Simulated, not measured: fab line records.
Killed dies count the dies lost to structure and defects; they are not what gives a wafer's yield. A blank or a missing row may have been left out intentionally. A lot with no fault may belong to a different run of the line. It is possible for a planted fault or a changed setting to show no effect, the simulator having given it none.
fab line records	flow n5_finfet
record: lots: 7	wafers: 39
route steps=1938 shown BEOL_M0@721 BEOL_M1@800 BEOL_M5@1160 BEOL_M6@1260
start_h: hours from the record's first day to the start of the lot's first wafer shown	wait_h: hours since the lot's step before	" as in the row above	L1.1+2: a single row standing in for several wafers	- value missing, or start not given	* or withheld: withheld	< > ~ a bound
route shown NAME@n: NAME is a module with steps in the file, n the number in the route of the first one	usual: mean/standard deviation of fault-free wafers	same: alike in all rows	chamber/n: place in a boat	sites: each site's reading	_std_site: standard deviation across them	_edge_site: inner sites' mean taken away from outer sites' mean	radius_mm: for every site, how far away it sits from the centre of the wafer	mask NAME#n: copy n	behind: the tool/chamber that last shaped the wafer	hold: the reason the lot was held/the length of the hold in hours/how it ended	device: the transistor (n, p or np) that didn't switch	end of line: tests run on the same wafers once the route is complete	step lacking rows: just its recipe	killed: not the wafer's yield, but the dies lost to structure and defects at the first sort	map: a wafer's dies, marking killed ones x, the rest . and places with no die _
set.NAME: setting as actually run; set.NAME@STEP: the setting as run at that earlier step	model.NAME: the simulator's own value behind a step, which no gauge read
lots whose settings were changed on purpose; a table a step, a row a wafer
== steps ==
step: N5_BEOL_M0_TRENCH_ETCH_107
recipe: chemistry: C4F6/O2	target_depth_a: 328	target: SiOC	time_s: 16.4	ion_energy_ev: 250	pressure_mtorr: 30	source_w: 355	bias_w: 185	Ar_flow_sccm: 300	C4F6_flow_sccm: 10	O2_flow_sccm: 10
lot.wafer	tool	chamber	start_h	wait_h	set.target_depth_a	model.BEOL_M0.feature_depth_nm
L074.1	rie_diel-05	2	119.85	0.0	328	30.6
L074.3	"	3	"	"	328	33
L074.6	"	1	"	"	328	33.4
L080.1	rie_diel-05	1	152.39	0.0	489.4	49.6
L080.2+6	"	0	"	"	328	33.6
L080.3	"	3	"	"	489.4	50.2
L080.4	"	2	"	"	489.4	46
L080.5	"	3	"	"	328	33.2
L082.1	rie_diel-04	2	161.66	0.0	328	32.8
L082.2+6	"	3	"	"	328	33.2
L082.3	"	1	"	"	328	32.2
L082.4	"	0	"	"	328	31.8
L082.5	"	2	"	"	328	32.6
L086.1+6	rie_diel-05	3	189.40	0.0	475.2	47.8
L086.2	"	0	"	"	328	33.2
L086.3	"	2	"	"	328	31
L086.4	"	1	"	"	328	33
L086.5	"	2	"	"	475.2	44.6
L087.1+2	rie_diel-04	1,2	192.56	0.0	328	33
L087.3+6	"	3	"	"	328	33.8
L087.4+5	"	0	"	"	328	32.2
L095.1	rie_diel-04	2	242.14	0.0	328	32.6
L095.2	"	0	"	"	328	31.8
L095.3	"	3	"	"	408.5	41.2
L095.4	"	1	"	"	408.5	40.4
L095.5	"	1	"	"	328	32.8
L095.6	"	0	"	"	408.5	39
L096.1	rie_diel-05	2	246.44	0.0	328	30.8
L096.2	"	0	"	"	328	33
L096.3+5	"	3	"	"	328	32.6
L096.4	"	1	"	"	328	33.2
L096.6	"	2	"	"	328	31
step: N5_BEOL_M0_STRIP_142
recipe: chemistry: N2/H2	time_s: 10	power_w: 450	temp_c: 40	pressure_mtorr: 20	rf_frequency_hz: 6e+07	bias_power_w: 7	n2_flow_sccm: 200	h2_flow_sccm: 200
step: N5_BEOL_M0_OCD_MEAS_108
usual: trench_depth_nm: 32.6/0.81
lot.wafer	tool	chamber	start_h	wait_h	set.target_depth_a@BEOL_M0_TRENCH_ETCH_107	trench_depth_nm
L074.1	ocd-02	-	119.95	0.1	328	30.6
L074.3	"	-	"	"	328	33.4
L074.6	"	-	"	"	328	33.1
L080.1	ocd-01	-	152.49	0.1	489.4	49.4
L080.2	"	-	"	"	328	33.9
L080.3	"	-	"	"	489.4	50.3
L080.4	"	-	"	"	489.4	46.0
L080.5	"	-	"	"	328	33.1
L080.6	"	-	"	"	328	33.7
L082.1	ocd-01	-	161.76	0.1	328	33.3
L082.2	"	-	"	"	328	33.2
L082.3	"	-	"	"	328	32.7
L082.4	"	-	"	"	328	31.9
L082.5	"	-	"	"	328	32.7
L082.6	"	-	"	"	328	33.4
L086.1	ocd-02	-	189.50	0.1	475.2	47.6
L086.2	"	-	"	"	328	33.3
L086.3	"	-	"	"	328	31.6
L086.4	"	-	"	"	328	33.6
L086.5	"	-	"	"	475.2	44.9
L086.6	"	-	"	"	475.2	47.9
L087.1	ocd-01	-	192.66	0.1	328	32.4
L087.2	"	-	"	"	328	33.3
L087.3	"	-	"	"	328	33.5
L087.4	"	-	"	"	328	31.7
L087.5	"	-	"	"	328	31.8
L087.6	"	-	"	"	328	34.0
L095.1	ocd-02	-	242.25	0.1	328	32.2
L095.2	"	-	"	"	328	31.2
L095.3	"	-	"	"	408.5	41.6
L095.4	"	-	"	"	408.5	40.8
L095.5	"	-	"	"	328	32.6
L095.6	"	-	"	"	408.5	39.2
L096.1	ocd-01	-	246.54	0.1	328	30.9
L096.2	"	-	"	"	328	33.1
L096.3	"	-	"	"	328	32.5
L096.4	"	-	"	"	328	33.5
L096.5	"	-	"	"	328	32.4
L096.6	"	-	"	"	328	30.8
step: N5_BEOL_M1_TRENCH_ETCH_37
recipe: chemistry: C4F6/O2	target_depth_a: 552.07	target: SiOC	time_s: 29	ion_energy_ev: 250	pressure_mtorr: 30	source_w: 355	bias_w: 185	Ar_flow_sccm: 300	C4F6_flow_sccm: 10	O2_flow_sccm: 10
lot.wafer	tool	chamber	start_h	wait_h	set.target_depth_a	model.etch.depth_nm	model.BEOL_M1.feature_depth_nm	model.TiN_of_BEOL_M1_HM_DEP_02.thk_nm
L074.1	rie_diel-03	2	-	-	552.07	54.68	54.6	17.8
L074.3	"	3	"	"	552.07	52.86	52.8	17.4
L074.6	"	3	"	"	552.07	52.99	53	17.6
L080.1	rie_diel-06	0	-	-	552.07	54.25	54.2	17.6
L080.2	"	2	"	"	552.07	53.05	53	17.6
L080.3	"	1	"	"	552.07	55.99	56	17.4
L080.4	"	3	"	"	277.8	28.42	28.4	18.8
L080.5	"	1	"	"	277.8	28.06	28	18.6
L080.6	"	2	"	"	277.8	26.6	26.6	18.6
L082.1	rie_diel-06	3	-	-	552.07	57.1	57	17.8
L082.2	"	1	"	"	305.6	31.08	31	19.2
L082.3	"	2	"	"	305.6	29.26	29.2	19.2
L082.4	"	3	"	"	552.07	57.4	57.4	18
L082.5	"	1	"	"	305.6	31.37	31.4	18.8
L082.6	"	2	"	"	552.07	53.05	53	18
L086.1	rie_diel-03	2	-	-	552.07	55.77	55.8	17.8
L086.2	"	3	"	"	552.07	54.41	54.4	18.2
L086.3	"	1	"	"	552.07	55.43	55.4	17.8
L086.4	"	3	"	"	552.07	54.05	54	18.2
L086.5	"	1	"	"	552.07	55.43	55.4	18
L086.6	"	2	"	"	552.07	55.28	55.2	18
L087.1	rie_diel-02	0	-	-	552.07	53.86	53.8	17.8
L087.2	"	2	"	"	552.07	53.72	53.8	17.6
L087.3	"	1	"	"	552.07	53.45	53.4	18
L087.4	"	3	"	"	552.07	54.29	54.2	17.4
L087.5	"	3	"	"	552.07	54.06	54	18
L087.6	"	0	"	"	552.07	54.04	54	17.8
L095.1	rie_diel-03	3	-	-	552.07	52.89	52.8	18
L095.2	"	2	"	"	552.07	54.31	54.4	17.6
L095.3	"	1	"	"	552.07	54.22	54.2	17.6
L095.4	"	2	"	"	790.5	77.71	77.8	16.6
L095.5	"	1	"	"	790.5	77.59	77.6	16.6
L095.6	"	3	"	"	790.5	76.08	76	16.8
L096.1	rie_diel-02	2	-	-	552.07	54.33	54.4	18.2
L096.2	"	3	"	"	552.07	54.66	54.6	17.6
L096.3	"	0	"	"	552.07	54.5	54.4	17.6
L096.4	"	0	"	"	552.07	54.69	54.6	18
L096.5	"	2	"	"	552.07	54.47	54.4	17.8
L096.6	"	3	"	"	552.07	54.05	54	17.8
step: N5_BEOL_M1_ETCH_41
recipe: chemistry: CH3F/O2	target: SiCN	target_depth_a: 319	taper_deg: 2	time_s: 57.8	ion_energy_ev: 120	mask_material: TiN	pressure_mtorr: 30	source_w: 395	bias_w: 75	Ar_flow_sccm: 150	CH3F_flow_sccm: 30	O2_flow_sccm: 20
step: N5_BEOL_M1_STRIP_97
recipe: chemistry: N2/H2	time_s: 10	power_w: 450	temp_c: 40	pressure_mtorr: 20	rf_frequency_hz: 6e+07	bias_power_w: 7	n2_flow_sccm: 200	h2_flow_sccm: 200
step: N5_BEOL_M1_OCD_MEAS_38
usual: trench_depth_nm: 54.2/1.3
lot.wafer	tool	chamber	start_h	wait_h	set.target_depth_a@BEOL_M1_TRENCH_ETCH_37	trench_depth_nm
L074.1	ocd-02	-	130.52	-	552.07	55.1
L074.3	"	-	"	"	552.07	52.7
L074.6	"	-	"	"	552.07	52.8
L080.1	ocd-02	-	158.51	-	552.07	54.4
L080.2	"	-	"	"	552.07	53.6
L080.3	"	-	"	"	552.07	55.4
L080.4	"	-	"	"	277.8	28.2
L080.5	"	-	"	"	277.8	28.5
L080.6	"	-	"	"	277.8	26.5
L082.1	ocd-02	-	167.79	-	552.07	57.1
L082.2	"	-	"	"	305.6	30.8
L082.3	"	-	"	"	305.6	29.3
L082.4	"	-	"	"	552.07	57.1
L082.5	"	-	"	"	305.6	31.5
L082.6	"	-	"	"	552.07	53.3
L086.1	ocd-01	-	201.90	-	552.07	55.5
L086.2	"	-	"	"	552.07	54.7
L086.3	"	-	"	"	552.07	55.4
L086.4	"	-	"	"	552.07	53.8
L086.5	"	-	"	"	552.07	55.7
L086.6	"	-	"	"	552.07	55.8
L087.1	ocd-01	-	206.04	-	552.07	53.6
L087.2	"	-	"	"	552.07	53.7
L087.3	"	-	"	"	552.07	53.3
L087.4	"	-	"	"	552.07	54.5
L087.5	"	-	"	"	552.07	53.5
L087.6	"	-	"	"	552.07	54.1
L095.1	ocd-02	-	250.24	-	552.07	52.6
L095.2	"	-	"	"	552.07	54.6
L095.3	"	-	"	"	552.07	54.0
L095.4	"	-	"	"	790.5	77.7
L095.5	"	-	"	"	790.5	77.4
L095.6	"	-	"	"	790.5	75.7
L096.1	ocd-02	-	256.20	-	552.07	54.4
L096.2	"	-	"	"	552.07	54.0
L096.3	"	-	"	"	552.07	54.6
L096.4	"	-	"	"	552.07	54.8
L096.5	"	-	"	"	552.07	54.9
L096.6	"	-	"	"	552.07	53.8
step: N5_BEOL_M5_TRENCH_ETCH_37
recipe: chemistry: C4F6/O2	target_depth_a: 716.52	target: SiCOH_lowk	time_s: 24.7	ion_energy_ev: 250	pressure_mtorr: 30	source_w: 345	bias_w: 185	Ar_flow_sccm: 300	C4F6_flow_sccm: 10	O2_flow_sccm: 10
lot.wafer	tool	chamber	start_h	wait_h	set.time_s	model.BEOL_M5.feature_depth_nm	model.etch.depth_nm
L074.1	rie_diel-02	1	-	-	24.7	70.2	70.12
L074.3	"	0	"	"	24.7	69.2	69.24
L074.6	"	1	"	"	24.7	70.2	70.23
L080.1	rie_diel-06	3	-	-	20.19	58.4	58.46
L080.2	"	1	"	"	24.7	71.6	71.69
L080.3	"	0	"	"	24.7	69.6	69.64
L080.4	"	2	"	"	24.7	68.2	68.11
L080.5	"	2	"	"	20.19	55.8	55.85
L080.6	"	1	"	"	20.19	58.8	58.83
L082.1	rie_diel-02	2	-	-	24.7	69.4	69.49
L082.2	"	1	"	"	24.7	69.2	69.23
L082.3	"	3	"	"	24.7	69.6	69.53
L082.4	"	0	"	"	24.7	69.4	69.4
L082.5	"	1	"	"	24.7	68.8	68.76
L082.6	"	0	"	"	24.7	69.4	69.33
L086.1	rie_diel-02	3	-	-	24.7	71	70.94
L086.2	"	1	"	"	24.7	70	69.91
L086.3	"	0	"	"	24.7	70.6	70.65
L086.4	"	2	"	"	24.7	70.2	70.28
L086.5	"	2	"	"	24.7	69.4	69.45
L086.6	"	3	"	"	24.7	70.4	70.42
L087.1	rie_diel-03	1	-	-	24.7	70.6	70.56
L087.2	"	2	"	"	24.7	71.4	71.4
L087.3	"	3	"	"	24.7	69	68.92
L087.4	"	2	"	"	24.7	71	71.07
L087.5	"	3	"	"	24.7	69	69.1
L087.6	"	1	"	"	24.7	70.8	70.87
L095.1	rie_diel-03	2	-	-	24.7	71	70.93
L095.2	"	3	"	"	12.36	35.8	35.74
L095.3	"	0	"	"	12.36	34.8	34.71
L095.4	"	1	"	"	24.7	70.4	70.4
L095.5	"	0	"	"	12.36	35	34.97
L095.6	"	1	"	"	24.7	71	70.96
L096.1	rie_diel-02	1	-	-	24.7	70	70.1
L096.2	"	0	"	"	24.7	71.2	71.26
L096.3	"	2	"	"	34.91	100.6	100.6
L096.4	"	1	"	"	34.91	99.8	99.74
L096.5	"	0	"	"	24.7	70.6	70.65
L096.6	"	2	"	"	34.91	99	99.02
step: N5_BEOL_M5_ETCH_41
recipe: chemistry: CH3F/O2	target: SiCN	target_depth_a: 315	taper_deg: 2	time_s: 56.7	ion_energy_ev: 120	mask_material: TiN	pressure_mtorr: 30	source_w: 395	bias_w: 75	Ar_flow_sccm: 150	CH3F_flow_sccm: 30	O2_flow_sccm: 20
step: N5_BEOL_M5_STRIP_91
recipe: chemistry: N2/H2	time_s: 10	power_w: 450	temp_c: 40	pressure_mtorr: 20	rf_frequency_hz: 6e+07	bias_power_w: 7	n2_flow_sccm: 200	h2_flow_sccm: 200
step: N5_BEOL_M5_OCD_MEAS_38
usual: trench_depth_nm: 70.5/1.2
lot.wafer	tool	chamber	start_h	wait_h	set.time_s@BEOL_M5_TRENCH_ETCH_37	trench_depth_nm
L074.1	ocd-02	-	172.92	-	24.7	70.3
L074.3	"	-	"	"	24.7	69.0
L074.6	"	-	"	"	24.7	70.5
L080.1	ocd-01	-	200.54	-	20.19	58.7
L080.2	"	-	"	"	24.7	71.5
L080.3	"	-	"	"	24.7	70.2
L080.4	"	-	"	"	24.7	68.4
L080.5	"	-	"	"	20.19	56.0
L080.6	"	-	"	"	20.19	59.1
L082.1	ocd-02	-	217.29	-	24.7	69.3
L082.2	"	-	"	"	24.7	69.1
L082.3	"	-	"	"	24.7	69.3
L082.4	"	-	"	"	24.7	69.5
L082.5	"	-	"	"	24.7	68.4
L082.6	"	-	"	"	24.7	69.1
L086.1	ocd-02	-	237.00	-	24.7	70.8
L086.2	"	-	"	"	24.7	69.9
L086.3	"	-	"	"	24.7	70.7
L086.4	"	-	"	"	24.7	70.4
L086.5	"	-	"	"	24.7	69.3
L086.6	"	-	"	"	24.7	70.2
L087.1	ocd-02	-	249.79	-	24.7	70.5
L087.2	"	-	"	"	24.7	71.9
L087.3	"	-	"	"	24.7	68.3
L087.4	"	-	"	"	24.7	71.2
L087.5	"	-	"	"	24.7	69.3
L087.6	"	-	"	"	24.7	71.0
L095.1	ocd-02	-	290.91	-	24.7	70.5
L095.2	"	-	"	"	12.36	35.7
L095.3	"	-	"	"	12.36	34.8
L095.4	"	-	"	"	24.7	70.9
L095.5	"	-	"	"	12.36	34.8
L095.6	"	-	"	"	24.7	70.5
L096.1	ocd-01	-	301.04	-	24.7	69.9
L096.2	"	-	"	"	24.7	71.3
L096.3	"	-	"	"	34.91	100.4
L096.4	"	-	"	"	34.91	99.9
L096.5	"	-	"	"	24.7	71.4
L096.6	"	-	"	"	34.91	99.3
step: N5_BEOL_M5_HM_STRIP_39
recipe: chemistry: peroxide_tin_strip	material: TiN	target_depth_a: 250	temp_c: 50	time_s: 158
step: N5_BEOL_M5_SRD_40
recipe: time_s: 30	temp_c: 23	rinse_liquid: diw	dry: ipa_marangoni
step: N5_BEOL_M5_ECD_50
recipe: material: Cu	target_thk_a: 3000
step: N5_BEOL_M5_ANNEAL_51
recipe: temp_c: 225	time_s: 90	ambient: N2
step: N5_BEOL_M5_CMP_52
recipe: stop_on: SiCOH_lowk	t_overpolish_s: 6.9	down_force_psi: 1	platen_rpm: 50	clearing_platen_down_force_psi: 1.5	clearing_platen_rpm: 50	post_cmp_clean: cu_alkaline	target_thk_nm: 62	clearing_platen_pad_velocity_m_s: 0.99484	pad_velocity_m_s: 0.99484
lot.wafer	tool	chamber	start_h	wait_h	set.time_s@BEOL_M5_TRENCH_ETCH_37	model.Cu_of_BEOL_M5_ECD_50.thk_nm
L074.1	cmp-04	1	179.50	0.3	24.7	62.2
L074.3	"	2	"	"	24.7	58.6
L074.6	"	2	"	"	24.7	58.8
L080.3	cmp-01	2	206.87	0.2	24.7	60
L080.4	"	3	"	"	24.7	59.4
L080.2	"	0	"	"	24.7	61
L080.1	"	1	"	"	20.19	50.2
L080.5	"	2	"	"	20.19	45.2
L080.6	"	3	"	"	20.19	50.6
L082.1+6	cmp-04	2	227.65	0.4	24.7	59.8
L082.3	"	3	"	"	24.7	57.6
L082.4	"	0	"	"	24.7	60.2
L082.2	"	1	"	"	24.7	63.2
L082.5	"	3	"	"	24.7	58.2
L086.2	cmp-04	3	243.41	0.2	24.7	58.6
L086.4	"	0	"	"	24.7	61.6
L086.3	"	1	"	"	24.7	64.6
L086.1	"	2	"	"	24.7	61.8
L086.5	"	3	"	"	24.7	58.2
L086.6	"	0	"	"	24.7	61.4
L087.3+6	cmp-02	3,0	256.40	0.2	24.7	61.2
L087.2	"	0	"	"	24.7	61.8
L087.1	"	1	"	"	24.7	62.2
L087.4	"	2	"	"	24.7	63
L087.5	"	3	"	"	24.7	60.8
L095.3	cmp-01	3	297.29	0.2	12.36	26.4
L095.4	"	0	"	"	24.7	59.2
L095.1	"	1	"	"	24.7	62.6
L095.2	"	2	"	"	12.36	26.2
L095.5	"	3	"	"	12.36	25.4
L095.6	"	0	"	"	24.7	59.8
L096.3	cmp-04	2	307.84	0.2	34.91	89.8
L096.1	"	3	"	"	24.7	57.4
L096.4	"	0	"	"	34.91	88.2
L096.2	"	1	"	"	24.7	62.4
L096.5	"	2	"	"	24.7	59.8
L096.6	"	3	"	"	34.91	85.4
step: N5_BEOL_M5_THK_MEAS_53
recipe: thk_meas_gauge: xrf	reads: Cu_of_BEOL_M5_ECD_50
usual: M5_THK: 62.2/1.8
lot.wafer	tool	chamber	start_h	wait_h	set.time_s@BEOL_M5_TRENCH_ETCH_37	M5_THK[nm]
L074.1	film_metro-01	-	179.79	-	24.7	62.8
L074.3	"	-	"	"	24.7	59.2
L074.6	"	-	"	"	24.7	59.5
L080.1	film_metro-01	-	207.16	-	20.19	50.7
L080.2	"	-	"	"	24.7	61.9
L080.3	"	-	"	"	24.7	60.8
L080.4	"	-	"	"	24.7	60.4
L080.5	"	-	"	"	20.19	45.8
L080.6	"	-	"	"	20.19	51.4
L082.1	film_metro-01	-	227.95	-	24.7	60.7
L082.2	"	-	"	"	24.7	64.2
L082.3	"	-	"	"	24.7	58.4
L082.4	"	-	"	"	24.7	61.3
L082.5	"	-	"	"	24.7	59.2
L082.6	"	-	"	"	24.7	60.5
L086.1	film_metro-02	-	243.70	-	24.7	63.2
L086.2	"	-	"	"	24.7	60.5
L086.3	"	-	"	"	24.7	66.4
L086.4	"	-	"	"	24.7	63.1
L086.5	"	-	"	"	24.7	60.0
L086.6	"	-	"	"	24.7	62.8
L087.1	film_metro-01	-	256.69	-	24.7	62.9
L087.2	"	-	"	"	24.7	62.8
L087.3	"	-	"	"	24.7	61.9
L087.4	"	-	"	"	24.7	63.8
L087.5	"	-	"	"	24.7	61.4
L087.6	"	-	"	"	24.7	61.9
L095.1	film_metro-01	-	297.59	-	24.7	64.1
L095.2	"	-	"	"	12.36	26.7
L095.3	"	-	"	"	12.36	27.0
L095.4	"	-	"	"	24.7	60.7
L095.5	"	-	"	"	12.36	26.1
L095.6	"	-	"	"	24.7	61.3
L096.1	film_metro-02	-	308.14	-	24.7	58.5
L096.2	"	-	"	"	24.7	63.6
L096.3	"	-	"	"	34.91	91.3
L096.4	"	-	"	"	34.91	90.0
L096.5	"	-	"	"	24.7	60.7
L096.6	"	-	"	"	34.91	86.8
step: N5_BEOL_M5_PRE_CLEAN_77
recipe: gas: NH3/H2	time_s: 15	temp_c: *	rf_power_w: 300
step: N5_BEOL_M5_CO_CAP_78
recipe: material: Co	target_thk_a: 20	temp_c: 200	precursor: CCTBA/H2	pressure_torr: 30	time_s: 102.1
step: N5_BEOL_M5_PRE_CLEAN_55
recipe: gas: NH3	time_s: 15	temp_c: withheld	rf_power_w: 300
step: N5_BEOL_M5_DEP_56
recipe: material: SiCN	target_thk_a: 80	temp_c: withheld	precursor: 3MS/NH3	pressure_torr: 3	rf_w: 202	time_s: 14
step: N5_BEOL_M5_RS_MEAS_57
recipe: thk_meas_gauge: four-point-probe	reads: Co_of_BEOL_M5_CO_CAP_78+Cu_of_BEOL_M5_ECD_50+Co_of_BEOL_M5_CVD_47+TaN_of_BEOL_M5_ALD_86
usual: M5_RS: 0.394/0.014
lot.wafer	tool	chamber	start_h	wait_h	set.time_s@BEOL_M5_TRENCH_ETCH_37	M5_RS[ohm/sq]
L074.1	film_metro-01	-	180.05	0.0	24.7	0.385
L074.3	"	-	"	"	24.7	0.414
L074.6	"	-	"	"	24.7	0.412
L080.1	film_metro-02	-	207.54	0.0	20.19	0.500
L080.2	"	-	"	"	24.7	0.394
L080.3	"	-	"	"	24.7	0.402
L080.4	"	-	"	"	24.7	0.406
L080.5	"	-	"	"	20.19	0.571
L080.6	"	-	"	"	20.19	0.495
L082.1	film_metro-02	-	228.21	0.0	24.7	0.404
L082.2	"	-	"	"	24.7	0.378
L082.3	"	-	"	"	24.7	0.423
L082.4	"	-	"	"	24.7	0.400
L082.5	"	-	"	"	24.7	0.418
L082.6	"	-	"	"	24.7	0.405
L086.1	film_metro-01	-	243.98	0.0	24.7	0.388
L086.2	"	-	"	"	24.7	0.414
L086.3	"	-	"	"	24.7	0.367
L086.4	"	-	"	"	24.7	0.391
L086.5	"	-	"	"	24.7	0.416
L086.6	"	-	"	"	24.7	0.392
L087.1	film_metro-01	-	256.95	0.0	24.7	0.385
L087.2	"	-	"	"	24.7	0.387
L087.3	"	-	"	"	24.7	0.393
L087.4	"	-	"	"	24.7	0.379
L087.5	"	-	"	"	24.7	0.396
L087.6	"	-	"	"	24.7	0.392
L095.1	film_metro-01	-	297.85	0.0	24.7	0.382
L095.2	"	-	"	"	12.36	1.172
L095.3	"	-	"	"	12.36	1.159
L095.4	"	-	"	"	24.7	0.409
L095.5	"	-	"	"	12.36	1.213
L095.6	"	-	"	"	24.7	0.405
L096.1	film_metro-02	-	308.43	0.1	24.7	0.424
L096.2	"	-	"	"	24.7	0.383
L096.3	"	-	"	"	34.91	0.250
L096.4	"	-	"	"	34.91	0.254
L096.5	"	-	"	"	24.7	0.403
L096.6	"	-	"	"	34.91	0.264
step: N5_BEOL_M6_DEP_56
recipe: material: SiCN	target_thk_a: 100	temp_c: withheld	precursor: 3MS/NH3	pressure_torr: 3	rf_w: 202	time_s: 17.5
lot.wafer	tool	chamber	start_h	wait_h	set.time_s	model.SiCN_of_BEOL_M6_DEP_56.thk_nm
L074.1	pecvd-01	2	190.09	0.0	17.5	10.2
L074.3	"	1	"	"	17.5	9.8
L074.6	"	2	"	"	17.5	10.4
L080.1+6	pecvd-02	1	216.33	0.0	11	6.2
L080.2+5	"	0	"	"	17.5	10
L080.3	"	0	"	"	17.5	10.2
L080.4	"	1	"	"	11	6.4
L082.1+5	pecvd-04	1,2	239.01	0.0	17.5	9.8
L082.2+3	"	0,2	"	"	20.54	11.6
L082.4	"	0	"	"	20.54	12
L082.6	"	1	"	"	17.5	10.2
L086.1	pecvd-04	1	251.18	0.0	17.5	9.8
L086.2	"	2	"	"	26.78	15
L086.3+6	"	0,2	"	"	17.5	10
L086.4+5	"	0,1	"	"	26.78	15.4
L087.1+4+6	pecvd-02	1,2,0	265.26	0.0	17.5	10
L087.2	"	2	"	"	17.5	9.6
L087.3	"	0	"	"	17.5	9.8
L087.5	"	1	"	"	17.5	10.2
L095.1	pecvd-02	1	303.87	0.0	17.5	9.6
L095.2+5+6	"	0,1,0	"	"	13.38	7.6
L095.3+4	"	2	"	"	17.5	9.8
L096.1+3	pecvd-04	2,1	315.71	0.0	17.5	9.8
L096.2+4+6	"	0,1,2	"	"	17.5	10
L096.5	"	0	"	"	17.5	10.2
== key ==
split: step: N5_BEOL_M0_TRENCH_ETCH_107	setting: target_depth_a	stated: 328	by: wafer
response: step: N5_BEOL_M0_TRENCH_ETCH_107	reading: model.BEOL_M0.feature_depth_nm	change: +0.314	per: 1%	r: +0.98
response: step: N5_BEOL_M0_OCD_MEAS_108	reading: trench_depth_nm	change: +0.312	per: 1%	r: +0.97
split: step: N5_BEOL_M1_TRENCH_ETCH_37	setting: target_depth_a	stated: 552.07	by: wafer
response: step: N5_BEOL_M1_TRENCH_ETCH_37	reading: model.etch.depth_nm	change: +0.548	per: 1%	r: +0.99
response: step: N5_BEOL_M1_TRENCH_ETCH_37	reading: model.BEOL_M1.feature_depth_nm	change: +0.548	per: 1%	r: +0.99
response: step: N5_BEOL_M1_TRENCH_ETCH_37	reading: model.TiN_of_BEOL_M1_HM_DEP_02.thk_nm	change: -0.0242	per: 1%	r: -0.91
response: step: N5_BEOL_M1_OCD_MEAS_38	reading: trench_depth_nm	change: +0.547	per: 1%	r: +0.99
split: step: N5_BEOL_M5_TRENCH_ETCH_37	setting: time_s	stated: 24.7	by: wafer
response: step: N5_BEOL_M5_TRENCH_ETCH_37	reading: model.BEOL_M5.feature_depth_nm	change: +0.707	per: 1%	r: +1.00
response: step: N5_BEOL_M5_TRENCH_ETCH_37	reading: model.etch.depth_nm	change: +0.706	per: 1%	r: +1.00
response: step: N5_BEOL_M5_OCD_MEAS_38	reading: trench_depth_nm	change: +0.704	per: 1%	r: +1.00
response: step: N5_BEOL_M5_CMP_52	reading: model.Cu_of_BEOL_M5_ECD_50.thk_nm	change: +0.681	per: 1%	r: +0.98
response: step: N5_BEOL_M5_THK_MEAS_53	reading: M5_THK	change: +0.697	per: 1%	r: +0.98
response: step: N5_BEOL_M5_RS_MEAS_57	reading: M5_RS	change: -0.0104	per: 1%	r: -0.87
split: step: N5_BEOL_M6_DEP_56	setting: time_s	stated: 17.5	by: wafer
response: step: N5_BEOL_M6_DEP_56	reading: model.SiCN_of_BEOL_M6_DEP_56.thk_nm	change: +0.1	per: 1%	r: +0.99
